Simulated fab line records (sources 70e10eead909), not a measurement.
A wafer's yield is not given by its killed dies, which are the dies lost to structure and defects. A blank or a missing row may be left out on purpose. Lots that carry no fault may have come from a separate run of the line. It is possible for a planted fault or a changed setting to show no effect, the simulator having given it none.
Chamber matching    flow nandHarc    rieDiel-13 running NHARC_A_CONTACT_ETCH_92: 4 sister chambers
The step etches the open film in CH3F/O2, target depth 40 nm, time 85.7 s. 42 wafers are shown with their chamber, then 12 later ones without.

== WAFERS PAIRED WITH THEIR CHAMBERS ==
wafer   chamber  drypumpMotorCurrentA (A)  showerheadPlenumPTorr (Torr)  rfVppV (V)
L074.1  3        5.3                       2.58                          245.3
L074.2  2        4.9                       2.40                          242.0
L074.5  1        6.1                       2.45                          243.3
L075.2  2        4.8                       2.39                          243.0
L075.4  1        6.1                       2.45                          243.1
L075.5  2        4.8                       2.39                          241.8
L079.1  1        6.1                       2.45                          244.0
L079.3  3        5.3                       2.57                          246.8
L079.4  2        4.9                       2.39                          244.9
L081.1  3        5.3                       2.57                          246.2
L081.2  2        4.9                       2.39                          243.3
L081.3  0        6.1                       2.48                          243.6
L080.3  0        6.2                       2.48                          245.6
L080.5  0        6.1                       2.48                          244.7
L080.6  2        4.9                       2.39                          242.9
L083.2  1        6.1                       2.44                          243.1
L083.4  2        4.9                       2.39                          243.8
L083.6  0        6.1                       2.48                          244.7
L085.4  1        6.1                       2.44                          242.4
L085.5  1        6.1                       2.44                          245.0
L085.6  2        4.9                       2.39                          243.5
L086.3  3        5.3                       2.57                          246.2
L086.4  1        6.1                       2.44                          243.7
L086.6  3        5.3                       2.57                          245.5
L087.2  3        5.3                       2.57                          245.0
L087.5  0        6.2                       2.48                          245.8
L087.6  1        6.2                       2.44                          244.2
L089.1  1        6.1                       2.44                          245.4
L089.3  0        6.1                       2.47                          245.7
L089.6  0        6.1                       2.47                          244.6
L088.1  1        6.1                       2.44                          244.3
L088.4  2        4.8                       2.38                          243.7
L088.5  1        6.1                       2.44                          244.5
L091.2  0        6.1                       2.47                          243.8
L091.3  3        5.3                       2.56                          244.8
L091.6  3        5.3                       2.56                          245.8
L092.1  2        4.9                       2.38                          243.5
L092.3  0        6.1                       2.47                          244.5
L092.6  2        4.8                       2.38                          243.6
L090.3  2        4.9                       2.38                          243.8
L090.4  3        5.3                       2.56                          243.5
L090.5  3        5.3                       2.56                          246.5

SIGNATURES (averages over the wafers above)
reading                chamber 0  chamber 1  chamber 2  chamber 3  scatter within a chamber
drypumpMotorCurrentA   6.122      6.109      4.867      5.300      0.0367
showerheadPlenumPTorr  2.4756     2.4427     2.3875     2.5670     0.00579
rfVppV                 244.778    243.909    243.317    245.560    0.875
Rule: for a wafer and a chamber, the distance is found by dividing, reading by reading, the gap between the wafer's reading and the chamber's mean by the reading's scatter, squaring, summing and taking the root. If the next closest chamber is less than 2 further off than the closest, the wafer can't be placed; otherwise it belongs to the closest. The scatter: take each reading less its chamber's mean, square it, sum over the shown wafers, divide by the number of wafers less the number of chambers, and take the root.

== WAFERS WITHOUT THEIR CHAMBER ==
wafer   drypumpMotorCurrentA (A)  showerheadPlenumPTorr (Torr)  rfVppV (V)
L094.1  4.9                       2.38                          243.5
L094.2  6.1                       2.47                          244.1
L094.5  6.1                       2.47                          244.3
L095.2  6.2                       2.44                          244.7
L095.3  4.9                       2.38                          243.1
L095.5  5.3                       2.56                          245.6
L097.3  5.3                       2.56                          244.8
L097.4  6.1                       2.44                          244.4
L097.6  5.3                       2.56                          246.1
L096.3  6.1                       2.47                          243.9
L096.5  6.1                       2.47                          244.7
L096.6  6.2                       2.44                          244.1

== CHAMBER TAKEN BY EACH ==
wafer   from the rows above  in truth
L094.1  2                    2
L094.2  0                    0
L094.5  0                    0
L095.2  1                    1
L095.3  2                    2
L095.5  3                    3
L097.3  3                    3
L097.4  1                    1
L097.6  3                    3
L096.3  0                    0
L096.5  0                    0
L096.6  1                    1
Placed correctly: 12 of 12. Not placeable from these rows: 0. Placed wrongly: 0.
